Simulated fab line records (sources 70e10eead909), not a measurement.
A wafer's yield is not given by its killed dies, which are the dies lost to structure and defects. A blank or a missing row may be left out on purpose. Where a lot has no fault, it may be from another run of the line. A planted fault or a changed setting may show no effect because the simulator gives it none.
Problem report in the 8D (eight disciplines) form, filled by code | flow nand harc | the parts of the form that need people (team, actions taken, sign-off) are left out

## 1. WHAT WENT WRONG
cd nm at NHARC_A_M1_CD_MEAS_09 reads a mean of 122.2 nm on 6 wafers of 2 lots; wafers without a fault read 119.7 nm with a standard deviation of 0.46. Measured from the usual mean, that is +5.4 standard deviations.
The step: target cd 120 nm.
First observed at day 19 00:08: wafer L315.1, on cd sem-01. The record has a number at this step for 30 wafers belonging to 10 lots. Rule for "out" (also "out of limits"): further than 4 standard deviations from the usual mean. All remaining wafers that have a number are taken as sound.

## 2. WHAT IT IS, AND WHAT IT ISN'T
question                    | is                     | is not
which readings at this step | cd nm                  | -
which lots                  | L315, L321             | L312, L313, L316, L317, L318, L327, L329, L333
which wafers of those lots  | all that have a number | -
read on which gauges        | cd sem-01, cd sem-03   | cd sem-02
when                        | from day 19 00:08      | up to then (9 sound wafers); but 15 sound wafers of L317, L318, L327, L329, L333 came after

## 3. WHAT RULES OUT EACH SUSPECT
Counting: a tool stays on the suspect list if, at a process step up to the reading, it processed all lots that are out and no sound lot following the first of them.
- the gauge at NHARC_A_M1_CD_MEAS_09: ruled out. Those wafers that are out were read across 2 gauges (cd sem-01, cd sem-03).
- rie diel-10 at NHARC_A_M0_STRIP_18 (strips in N2/H2): ruled out as a lasting fault. After its first lot that is out, L315 (day 18 20:37), sound lots L327 ran on it.
- arfi scanner-01 at NHARC_A_M1_EXPOSE_06 (exposes mask A M1, target cd 120 nm): kept. All lots that are out passed through it, beginning with L315 at day 19 00:00, and no sound lot followed; its final sound lot before that point was L313 at day 18 04:35. On those wafers its own readings are out: exposure dose mJ cm2.
After counting, what remains is arfi scanner-01 at NHARC_A_M1_EXPOSE_06.

## 4. THE CAUSE (what the simulator had put in)
Process parameters drifting: arfi scanner-01 at NHARC_A_M1_EXPOSE_06, beginning at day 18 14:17. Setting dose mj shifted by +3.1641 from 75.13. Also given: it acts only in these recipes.
After counting, this tool was the only one left.

## 5. SEQUENCE OF EFFECTS, ordered by route
Each row: a reading whose mean over the struck wafers that have a number lies more than 3 standard deviations from the usual. Readings are gone through only where the record gives a usual standard deviation; hours: the median, over the lots, of the time from a lot's start at the first step in this table giving one to that lot's start at this step; sigmas: the change measured in usual standard deviations.
hours | step                  | reading              | usual    | on struck wafers | change | sigmas
0     | NHARC_A_M1_EXPOSE_06  | exposure dose mJ cm2 | 75.10    | 77.95            | +2.86  | +38
0     | NHARC_A_M1_CD_MEAS_09 | cd nm                | 119.7 nm | 122.2            | +2.5   | +5.4
The process steps in it:
- NHARC_A_M1_EXPOSE_06: exposes mask A M1, target cd 120 nm.

## 6. HOW IT WOULD HAVE BEEN CAUGHT EARLIER
Counted from the fault's start at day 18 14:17, it took 10 hours until the first out-of-limits reading at a measuring or inspecting step in this record, taken at day 19 00:08.
At NHARC_A_M1_EXPOSE_06, the tool's own readings (exposure dose mJ cm2) were out on each struck wafer the step has a row for, so an alarm limit on them would have fired on the first such wafer.
L321, from the lots that are out (2), started NHARC_A_M1_EXPOSE_06 on arfi scanner-01 later than day 19 00:08. A hold on the tool at that time would have spared it.
